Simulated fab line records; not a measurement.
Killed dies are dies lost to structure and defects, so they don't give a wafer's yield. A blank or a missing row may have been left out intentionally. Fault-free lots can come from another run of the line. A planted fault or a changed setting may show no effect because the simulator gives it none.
A lot that was struck, set against a sound lot -- flow n5Finfet -- 16 steps out of a route of 1938
Sound: these wafers, L723.1, L723.4, L723.6. Struck: wafers L718.2, L718.3, L718.4. The cause comes at the end.
Per side, at each step with rows, come the tool, then ch with its chambers, and then its first start. Under that, the readings that differ: sound wafers -- struck wafers -- difference of the means -- sigmas: that difference in standard deviations of wafers without a fault.
alike: same words and numbers on both sides, and readings whose means sit less than 2 such deviations apart. not compared: any withheld reading, any reading some wafer has no value for, any bound like >300 that may hide the same value, and any number with overlapping values for which the record gives no deviation.
The two part at a step that has a row with sigmas, a row that says differs or no value, or rows on one side only. When numbers do not overlap yet have no deviation, they are printed without sigmas and do not part them. Lack of a reading on every wafer of one side parts them only where that side has two or more wafers.

N5_BEOL_M4_ANNEAL_49: time 240 s.
  struck on pvdSputter-02, day 9 21:02; sound on pvdSputter-03, day 11 02:02
  alike: heaterPowerW, susceptorTempC, susceptor_temp_C_max
then, 1 step without rows for these wafers: N5_BEOL_M4_SPUTTER_79 (material Cu, target thk 4.5 nm, time 8.29 s).
N5_BEOL_M4_ANNEAL_80: time 240 s.
  struck on pvdSputter-02, day 9 21:16; sound on pvdSputter-03, day 11 02:16
  alike: heaterPowerW, susceptorTempC, susceptor_temp_C_max
then, 1 step without rows for these wafers: N5_BEOL_M4_SPUTTER_81 (material Cu, target thk 4.5 nm, time 8.29 s).
N5_BEOL_M4_ANNEAL_82: time 240 s.
  struck on pvdSputter-02, day 9 21:29; sound on pvdSputter-03, day 11 02:29
  alike: heaterPowerW, susceptorTempC, susceptor_temp_C_max
then, 6 steps without rows for these wafers: N5_BEOL_M4_SPUTTER_86 (material Cu, target thk 4.5 nm, time 8.29 s); N5_BEOL_M4_ANNEAL_87 (time 240 s); N5_BEOL_M4_SPUTTER_88 (material Cu, target thk 4.5 nm, time 8.29 s); N5_BEOL_M4_ANNEAL_89 (time 240 s); N5_BEOL_M4_SPUTTER_90 (material Cu, target thk 4.5 nm, time 8.29 s); N5_BEOL_M4_ANNEAL_91 (time 240 s).
N5_BEOL_M4_SPUTTER_92: material Cu, target thk 4.5 nm, time 8.29 s.
  struck on pvdSputter-02, day 9 22:17; sound on pvdSputter-03, day 11 03:17
  alike: chuckGasFlowSccm, throttleValvePct
N5_BEOL_M4_ANNEAL_93: time 240 s.
  struck on pvdSputter-02, day 9 22:22; sound on pvdSputter-03, day 11 03:22
  no value came back on the struck wafers for heaterPowerW (W), susceptorTempC (C), susceptor_temp_C_max, timeS (s); on the sound wafers heaterPowerW (W) reads 781 817 799
N5_BEOL_M4_SPUTTER_94: material Cu, target thk 4.5 nm, time 8.29 s.
  struck on pvdSputter-02, day 9 22:30; sound on pvdSputter-03, day 11 03:30
  alike: chuckGasFlowSccm, throttleValvePct
N5_BEOL_M4_RC_MEAS_101:
  sound on prober-01 ch 0, day 11 04:58; struck on prober-02 ch 0, day 10 00:25
  alike: DIBL_N, DIBL_P, IOFF_N, IOFF_P, ION_N, ION_P, SS_N, SS_P, VT_N, VT_P
N5_PASSIVATION_PROBE_49:
  the record holds rows for the sound wafers here (prober-02, day 15 11:18) but none for the struck ones

== WHERE THEY PART ==
Last at N5_PASSIVATION_PROBE_49 as far as this record goes, first at N5_BEOL_M4_ANNEAL_93.

WHY: the cause the simulator had injected
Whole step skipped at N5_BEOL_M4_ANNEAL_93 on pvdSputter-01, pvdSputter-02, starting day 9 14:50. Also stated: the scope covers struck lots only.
